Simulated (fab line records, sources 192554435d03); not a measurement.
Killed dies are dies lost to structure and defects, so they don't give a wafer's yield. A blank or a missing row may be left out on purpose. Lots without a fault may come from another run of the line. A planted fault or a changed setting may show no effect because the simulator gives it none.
Chamber matching | flow n5_finfet | N5_BEOL_M9_DESCUM_16 on rie_diel-01: 4 sister chambers
The step chemistry O2, time 7.9 s. 18 wafers are shown with their chamber, then 9 later ones without.

WAFERS WITH THEIR CHAMBER
wafer  | chamber | drypump_motor_current_A (A) | showerhead_plenum_p_Torr (Torr) | oes_product_au (a.u.)
L074.1 | 0       | 6.7                         | 2.05                            | 0.72
L074.4 | 3       | 5.9                         | 2.06                            | 0.96
L074.6 | 1       | 5.0                         | 2.14                            | 0.69
L075.1 | 2       | 6.0                         | 2.00                            | 0.73
L075.2 | 1       | 4.9                         | 2.14                            | 0.69
L075.6 | 2       | 6.0                         | 2.01                            | 0.73
L077.1 | 2       | 6.0                         | 2.01                            | 0.72
L077.4 | 0       | 6.7                         | 2.05                            | 0.72
L077.5 | 0       | 6.7                         | 2.05                            | 0.72
L079.4 | 2       | 6.0                         | 2.00                            | 0.72
L079.5 | 0       | 6.7                         | 2.04                            | 0.72
L079.6 | 3       | 5.9                         | 2.06                            | 0.93
L080.1 | 1       | 4.9                         | 2.13                            | 0.69
L080.5 | 1       | 4.9                         | 2.13                            | 0.68
L080.6 | 2       | 6.0                         | 2.00                            | 0.72
L087.3 | 3       | 5.8                         | 2.05                            | 0.89
L087.5 | 3       | 5.8                         | 2.05                            | 0.89
L087.6 | 2       | 6.0                         | 2.00                            | 0.71

SIGNATURES (means of the wafers above)
reading                  | chamber 0 | chamber 1 | chamber 2 | chamber 3 | scatter within a chamber
drypump_motor_current_A  | 6.700     | 4.925     | 6.000     | 5.850     | 0.0354
showerhead_plenum_p_Torr | 2.0475    | 2.1350    | 2.0033    | 2.0550    | 0.0054
oes_product_au           | 0.7200    | 0.6875    | 0.7217    | 0.9175    | 0.0165
Rule: a wafer's distance from a chamber is the root of the sum, over the readings, of the square of ((its reading less the chamber's mean) divided by the reading's scatter). The wafer belongs to the nearest chamber; if the next one is less than 2 further off, it can't be placed. The scatter: the root of (the sum of the squares of (reading less its chamber's mean) over the shown wafers, divided by (wafers less chambers)).

WAFERS WITHOUT THEIR CHAMBER
wafer  | drypump_motor_current_A (A) | showerhead_plenum_p_Torr (Torr) | oes_product_au (a.u.)
L092.1 | 4.9                         | 2.13                            | 0.67
L092.4 | 5.9                         | 2.05                            | 0.87
L092.5 | 6.0                         | 1.99                            | 0.70
L096.1 | 5.9                         | 2.04                            | 0.85
L096.3 | 6.7                         | 2.03                            | 0.95
L096.4 | 5.0                         | 2.13                            | 0.97
L097.2 | 5.9                         | 2.04                            | 0.85
L097.4 | 4.9                         | 2.12                            | 0.95
L097.6 | 5.9                         | 2.04                            | 0.85

WHICH CHAMBER EACH WENT THROUGH
wafer  | from the rows above | in truth
L092.1 | 1                   | 1
L092.4 | 3                   | 3
L092.5 | 2                   | 2
L096.1 | 3                   | 3
L096.3 | 0                   | 0
L096.4 | 1                   | 1
L097.2 | 3                   | 3
L097.4 | 1                   | 1
L097.6 | 3                   | 3
Placed correctly: 9 of 9. Can't be placed from these rows: 0. Placed wrongly: 0.
